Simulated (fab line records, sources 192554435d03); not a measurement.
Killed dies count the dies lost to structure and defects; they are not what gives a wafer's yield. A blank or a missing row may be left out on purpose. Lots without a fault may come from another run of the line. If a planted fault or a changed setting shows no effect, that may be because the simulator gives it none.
Which tool is to blame?	flow n5 finfet	69 wafers from 23 lots sampled at 5 of the route's 1938 steps

## WHAT EACH GAUGE READ, for each wafer
N5_BEOL_M0_SAQP_CD_MEAS_29 targets a cd of 14.4 nm. Usual: cd nm at 14.95 nm, with a standard deviation of 0.22.
lot	measured	on	cd nm (nm)	flag
L075	day 6 01:17	cd sem-02	15.00 15.15 14.66	
L076	day 6 04:42	cd sem-03	14.95 15.00 15.09	
L077	day 6 12:30	cd sem-02	14.76 15.11 15.18	
L074	day 6 16:38	cd sem-02	14.41 14.66 15.08	
L078	day 6 19:13	cd sem-03	14.70 15.11 14.88	
L079	day 6 19:54	cd sem-03	14.93 15.12 15.09	
L080	day 7 01:31	cd sem-02	14.86 14.98 14.85	
L082	day 7 20:17	cd sem-02	15.18 15.19 14.66	
L083	day 8 06:12	cd sem-03	14.89 15.14 14.91	
L084	day 8 07:53	cd sem-03	15.35 14.61 14.67	
L085	day 8 14:33	cd sem-03	14.93 14.83 15.13	
L086	day 8 23:25	cd sem-03	15.05 15.07 14.96	
L087	day 9 03:12	cd sem-02	15.38 15.06 15.24	
L088	day 9 06:34	cd sem-03	14.75 14.96 15.24	
L089	day 9 10:43	cd sem-01	14.79 14.91 15.11	
L090	day 9 17:43	cd sem-02	15.32 15.19 14.97	
L091	day 9 22:02	cd sem-02	14.71 15.22 14.97	
L092	day 10 01:34	cd sem-03	15.24 14.98 15.05	
L093	day 10 08:40	cd sem-03	15.01 15.15 15.23	
L094	day 10 13:26	cd sem-03	15.07 15.11 14.83	
L095	day 11 02:35	cd sem-01	14.94 14.91 14.99	
L096	day 11 03:53	cd sem-01	14.82 15.09 14.89	
L097	day 11 09:56	cd sem-02	15.12 14.88 14.53	

## WHICH TOOL RAN EACH LOT (tool, then ch and the chambers of the sampled wafers, then the start)
lot	N5_MOL_CONTACT_COAG_STRIP_72	N5_BEOL_M0_SAQP_PECVD_00	N5_BEOL_M0_SAQP_DESCUM_19	N5_BEOL_M0_SAQP_ETCH_84
L075	rie diel-03 ch 2, day 5 13:44	pecvd-03 ch 0,2, day 5 18:12	rie diel-02 ch 0,1, day 5 21:07	rie diel-02 ch 0,1, day 5 21:12
L076	rie diel-06 ch 0,2,3, day 5 17:29	pecvd-03 ch 0,2, day 5 21:51	rie diel-02 ch 0,1,3, day 6 00:22	rie diel-02 ch 0,1,3, day 6 00:27
L077	rie diel-05 ch 0,2, day 6 03:34	pecvd-02 ch 0,1,2, day 6 07:58	rie diel-04 ch 0,2,3, day 6 08:54	rie diel-04 ch 0,2,3, day 6 08:59
L074	rie diel-06 ch 1,2, day 6 05:20	pecvd-03 ch 0,1,2, day 6 10:57	rie diel-04 ch 1,2,3, day 6 12:47	rie diel-04 ch 1,2,3, day 6 12:53
L078	rie diel-06 ch 0,1, day 6 06:37	pecvd-04 ch 0,1,2, day 6 13:58	rie diel-04 ch 1,2,3, day 6 15:34	rie diel-04 ch 1,2,3, day 6 15:40
L079	rie diel-05 ch 1,3, day 6 08:58	pecvd-03 ch 1,2, day 6 13:57	rie diel-02 ch 2,3, day 6 15:54	rie diel-02 ch 2,3, day 6 15:59
L080	rie diel-05 ch 0,2,3, day 6 15:49	pecvd-03 ch 0,1, day 6 20:11	rie diel-04 ch 1,2,3, day 6 22:04	rie diel-04 ch 1,2,3, day 6 22:10
L082	rie diel-05 ch 1,2, day 7 11:05	pecvd-02 ch 0,2, day 7 15:28	rie diel-02 ch 0,3, day 7 16:32	rie diel-02 ch 0,3, day 7 16:37
L083	rie diel-05 ch 1,2,3, day 7 18:30	pecvd-02 ch 0,1,2, day 7 22:53	rie diel-01 ch 0,1,2, day 8 02:14	rie diel-01 ch 0,1,2, day 8 02:19
L084	rie diel-05 ch 0,1,2, day 7 21:22	pecvd-04 ch 0,1,2, day 8 01:53	rie diel-02 ch 0,2,3, day 8 03:25	rie diel-02 ch 0,2,3, day 8 03:31
L085	rie diel-03 ch 1,2, day 8 03:39	pecvd-02 ch 1,2, day 8 08:07	rie diel-02 ch 1,2,3, day 8 09:53	rie diel-02 ch 1,2,3, day 8 09:58
L086	rie diel-05 ch 1,2,3, day 8 11:40	pecvd-04 ch 0,2, day 8 16:06	rie diel-02 ch 2,3, day 8 18:00	rie diel-02 ch 2,3, day 8 18:05
L087	rie diel-05 ch 0,1, day 8 15:20	pecvd-02 ch 0,1,2, day 8 19:50	rie diel-01 ch 2,3, day 8 23:49	rie diel-01 ch 2,3, day 8 23:55
L088	rie diel-05 ch 2,3, day 8 19:32	pecvd-04 ch 0,1,2, day 8 23:56	rie diel-04 ch 0,1,3, day 9 02:05	rie diel-04 ch 0,1,3, day 9 02:10
L089	rie diel-03 ch 0,1, day 8 23:17	pecvd-04 ch 0,1, day 9 03:38	rie diel-01 ch 0,1, day 9 06:31	rie diel-01 ch 0,1, day 9 06:35
L090	rie diel-05 ch 1,2, day 9 09:00	pecvd-03 ch 0,1, day 9 13:23	rie diel-01 ch 0,2,3, day 9 14:23	rie diel-01 ch 0,2,3, day 9 14:28
L091	rie diel-06 ch 1,2,3, day 9 11:45	pecvd-02 ch 1,2, day 9 16:23	rie diel-02 ch 0,1, day 9 18:27	rie diel-02 ch 0,1, day 9 18:32
L092	rie diel-03 ch 0,1,2, day 9 15:46	pecvd-04 ch 0,1,2, day 9 20:08	rie diel-04 ch 0,1,3, day 9 22:12	rie diel-04 ch 0,1,3, day 9 22:17
L093	rie diel-03 ch 0,2, day 9 22:23	pecvd-03 ch 0,1,2, day 10 02:46	rie diel-02 ch 1,3, day 10 05:07	rie diel-02 ch 1,3, day 10 05:13
L094	rie diel-05 ch 0,3, day 10 03:35	pecvd-03 ch 0,2, day 10 08:10	rie diel-02 ch 0,1,2, day 10 09:11	rie diel-02 ch 0,1,2, day 10 09:16
L095	rie diel-03 ch 0,3, day 10 15:19	pecvd-02 ch 0,1,2, day 10 19:40	rie diel-01 ch 0,3, day 10 22:45	rie diel-01 ch 0,3, day 10 22:50
L096	rie diel-03 ch 0,2,3, day 10 17:29	pecvd-04 ch 0,1,2, day 10 22:41	rie diel-02 ch 0,2, day 11 00:13	rie diel-02 ch 0,2, day 11 00:19
L097	rie diel-05 ch 1,3, day 11 00:26	pecvd-03 ch 0,1, day 11 04:48	rie diel-02 ch 0,1,3, day 11 05:53	rie diel-02 ch 0,1,3, day 11 05:58
- N5_MOL_CONTACT_COAG_STRIP_72: strips in N2/H2.
- N5_BEOL_M0_SAQP_PECVD_00: deposits SiCN from 3MS/NH3, target thk 8 nm, time 14 s.
- N5_BEOL_M0_SAQP_DESCUM_19: chemistry O2, time 7.9 s.
- N5_BEOL_M0_SAQP_ETCH_84: etches SOC in N2/H2, target depth 100 nm, overetch 20 nm, time 150 s.

## AS READ BY THE TOOLS THEMSELVES (means over the sampled wafers that have a number; for cases with no such wafer, the mark the record gives instead)
N5_MOL_CONTACT_COAG_STRIP_72. Usual: for chamber pressure mTorr, 20.00 mTorr with a standard deviation of 0.045; for drypump motor current A, 5.5 A with a standard deviation of 0.52; for oes product au, 0.82 a.u. with a standard deviation of 0.099; for power w, 450.1 W with a standard deviation of 1.3; for rf vpp V, 59.0 V with a standard deviation of 2; for showerhead plenum p Torr, 2.52 Torr with a standard deviation of 0.071; for throttle valve pct, 23.71 % with a standard deviation of 0.29.
lot	tool	chamber pressure mTorr (mTorr)	drypump motor current A (A)	oes product au (a.u.)	power w (W)	rf vpp V (V)	showerhead plenum p Torr (Torr)	throttle valve pct (%)	flag
L075	rie diel-03	20.00	5.8	0.94	449.0	59.4	2.62	24.20	
L076	rie diel-06	20.00	4.9	0.77	449.9	58.6	2.58	23.69	
L077	rie diel-05	20.02	5.2	0.81	449.6	58.6	2.44	23.54	
L074	rie diel-06	20.02	5.5	0.69	451.2	58.8	2.48	23.70	
L078	rie diel-06	20.02	5.5	0.85	450.5	58.5	2.57	23.62	
L079	rie diel-05	19.99	5.7	0.77	451.5	60.7	2.56	23.81	
L080	rie diel-05	19.99	5.6	0.78	450.3	60.6	2.47	23.63	
L082	rie diel-05	20.03	5.0	0.82	449.4	58.0	2.53	23.56	
L083	rie diel-05	19.99	5.3	0.78	450.9	59.3	2.51	23.72	
L084	rie diel-05	19.97	5.3	0.83	450.0	57.9	2.48	23.48	
L085	rie diel-03	19.99	5.8	0.93	451.0	59.6	2.57	23.95	
L086	rie diel-05	20.00	5.3	0.76	451.1	61.2	2.51	23.75	
L087	rie diel-05	20.01	5.6	0.87	449.5	58.5	2.50	23.35	
L088	rie diel-05	19.99	5.2	0.71	449.7	59.2	2.45	23.79	
L089	rie diel-03	20.01	6.0	0.94	449.8	58.5	2.48	23.56	
L090	rie diel-05	19.97	5.0	0.81	450.8	58.8	2.52	23.57	
L091	rie diel-06	20.01	5.2	0.78	450.6	58.5	2.52	23.64	
L092	rie diel-03	19.99	6.0	0.91	448.3	58.8	2.52	23.83	
L093	rie diel-03	20.01	6.0	0.90	448.7	59.6	2.57	24.08	
L094	rie diel-05	19.96	6.0	0.75	450.7	58.6	2.50	23.76	
L095	rie diel-03	20.10	5.8	0.94	449.4	60.1	2.58	23.94	
L096	rie diel-03	19.96	5.9	0.91	450.5	58.2	2.57	24.03	
L097	rie diel-05	20.03	5.4	0.77	449.1	59.7	2.55	23.70	

N5_BEOL_M0_SAQP_PECVD_00. Usual: showerhead plenum p Torr 3.669 Torr, standard deviation 0.016; throttle valve pct 9.1 %, standard deviation 0.43.
lot	tool	showerhead plenum p Torr (Torr)	throttle valve pct (%)	flag
L075	pecvd-03	3.676	9.0	
L076	pecvd-03	3.674	9.1	
L077	pecvd-02	3.673	8.9	
L074	pecvd-03	3.670	9.2	
L078	pecvd-04	3.650	9.3	
L079	pecvd-03	3.677	9.3	
L080	pecvd-03	3.673	9.2	
L082	pecvd-02	3.687	8.6	
L083	pecvd-02	3.685	8.7	
L084	pecvd-04	3.649	9.4	
L085	pecvd-02	3.687	9.1	
L086	pecvd-04	3.659	9.3	
L087	pecvd-02	3.679	9.0	
L088	pecvd-04	3.647	9.3	
L089	pecvd-04	3.639	9.3	
L090	pecvd-03	3.674	9.3	
L091	pecvd-02	3.676	9.0	
L092	pecvd-04	3.650	9.5	
L093	pecvd-03	3.670	9.1	
L094	pecvd-03	3.677	9.2	
L095	pecvd-02	3.677	9.0	
L096	pecvd-04	3.651	9.4	
L097	pecvd-03	3.677	9.3	

N5_BEOL_M0_SAQP_DESCUM_19. Usual: chamber pressure mTorr 19.999 mTorr, standard deviation 0.018; drypump motor current A 5.9 A, standard deviation 0.53; oes product au 0.80 a.u., standard deviation 0.084; rf vpp V 243.4 V, standard deviation 1.3; showerhead plenum p Torr 2.10 Torr, standard deviation 0.063; throttle valve pct 20.41 %, standard deviation 0.3.
lot	tool	chamber pressure mTorr (mTorr)	drypump motor current A (A)	oes product au (a.u.)	rf vpp V (V)	showerhead plenum p Torr (Torr)	throttle valve pct (%)	flag
L075	rie diel-02	20.015	5.5	0.71	243.7	2.11	20.46	
L076	rie diel-02	19.985	5.6	0.72	243.0	2.10	20.55	
L077	rie diel-04	20.001	6.2	0.77	243.0	2.07	20.33	
L074	rie diel-04	19.983	5.8	0.83	243.1	2.07	20.39	
L078	rie diel-04	20.011	5.8	0.82	241.9	2.07	20.40	
L079	rie diel-02	19.984	6.1	0.79	244.0	2.15	20.69	
L080	rie diel-04	20.013	5.8	0.82	242.2	2.07	20.41	
L082	rie diel-02	19.998	5.7	0.70	243.9	2.13	20.77	
L083	rie diel-01	20.002	6.1	0.85	242.4	2.07	20.25	
L084	rie diel-02	19.994	5.9	0.77	244.1	2.16	20.61	
L085	rie diel-02	20.010	5.8	0.79	243.4	2.13	20.41	
L086	rie diel-02	20.001	6.1	0.83	244.7	2.18	20.45	
L087	rie diel-01	19.985	6.5	0.75	242.8	2.07	20.21	
L088	rie diel-04	19.997	5.9	0.79	243.1	2.11	20.44	
L089	rie diel-01	19.998	5.5	0.89	243.1	2.08	20.29	
L090	rie diel-01	19.984	6.0	0.79	243.3	2.05	20.15	
L091	rie diel-02	20.007	5.5	0.87	244.4	2.11	20.28	
L092	rie diel-04	19.988	6.0	0.80	243.1	2.11	20.46	
L093	rie diel-02	20.012	5.7	0.71	242.8	2.08	20.69	
L094	rie diel-02	19.991	5.7	0.85	244.0	2.13	20.23	
L095	rie diel-01	20.022	5.5	0.82	242.9	2.06	20.20	
L096	rie diel-02	20.014	6.0	0.88	244.7	2.19	20.29	
L097	rie diel-02	19.995	5.7	0.77	243.7	2.09	20.50	

N5_BEOL_M0_SAQP_ETCH_84. Usual: chamber pressure mTorr 30.000 mTorr, standard deviation 0.029; drypump motor current A 5.9 A, standard deviation 0.52; oes product au 0.71 a.u., standard deviation 0.067; rf vpp V 524.1 V, standard deviation 2.4; showerhead plenum p Torr 2.55 Torr, standard deviation 0.081; throttle valve pct 17.78 %, standard deviation 0.27.
lot	tool	chamber pressure mTorr (mTorr)	drypump motor current A (A)	oes product au (a.u.)	rf vpp V (V)	showerhead plenum p Torr (Torr)	throttle valve pct (%)	flag
L075	rie diel-02	30.023	5.5	0.64	526.4	2.61	18.12	
L076	rie diel-02	29.997	5.6	0.66	524.4	2.57	18.03	
L077	rie diel-04	29.997	6.2	0.70	523.8	2.51	17.73	
L074	rie diel-04	30.004	5.8	0.74	522.5	2.50	17.70	
L078	rie diel-04	29.975	5.8	0.73	522.8	2.50	17.69	
L079	rie diel-02	30.006	6.1	0.71	525.7	2.58	17.89	
L080	rie diel-04	30.020	5.8	0.73	522.3	2.50	17.69	
L082	rie diel-02	30.011	5.7	0.63	525.9	2.60	18.24	
L083	rie diel-01	30.023	6.1	0.76	522.3	2.51	17.65	
L084	rie diel-02	30.011	5.9	0.68	526.4	2.61	17.99	
L085	rie diel-02	30.020	5.9	0.70	525.4	2.58	17.79	
L086	rie diel-02	29.996	6.1	0.74	527.4	2.63	17.72	
L087	rie diel-01	30.005	6.5	0.67	522.7	2.49	17.44	
L088	rie diel-04	30.012	5.9	0.72	524.3	2.56	17.87	
L089	rie diel-01	29.982	5.5	0.78	522.9	2.51	17.65	
L090	rie diel-01	29.989	6.1	0.70	521.9	2.48	17.52	
L091	rie diel-02	29.984	5.5	0.79	524.7	2.60	17.88	
L092	rie diel-04	30.014	5.9	0.71	524.4	2.56	17.87	
L093	rie diel-02	29.988	5.8	0.64	523.8	2.52	18.02	
L094	rie diel-02	30.004	5.7	0.76	525.9	2.62	17.77	
L095	rie diel-01	29.982	5.5	0.72	522.6	2.48	17.51	
L096	rie diel-02	30.007	6.0	0.79	527.4	2.66	17.70	
L097	rie diel-02	29.998	5.7	0.70	523.4	2.56	17.97	

## THE ANSWER, worked out from the rows above alone
Rule: lot off if the mean of its wafers having a number is beyond 3 standard deviations from the usual mean. Also off: a lot with no number at a reading for which 4 or more lots have one. The other lots that the step has rows for count as sound. The gauges are gone through in route order, then the tools' own readings, and for those a lot's mean is taken as printed above. At the first step where some lot is off, the reading lying furthest off is the one used; lots without a number count as furthest.
No lot is off on any of the readings shown, so nothing can be concluded from this.

## WHAT WAS PUT IN BY THE SIMULATOR
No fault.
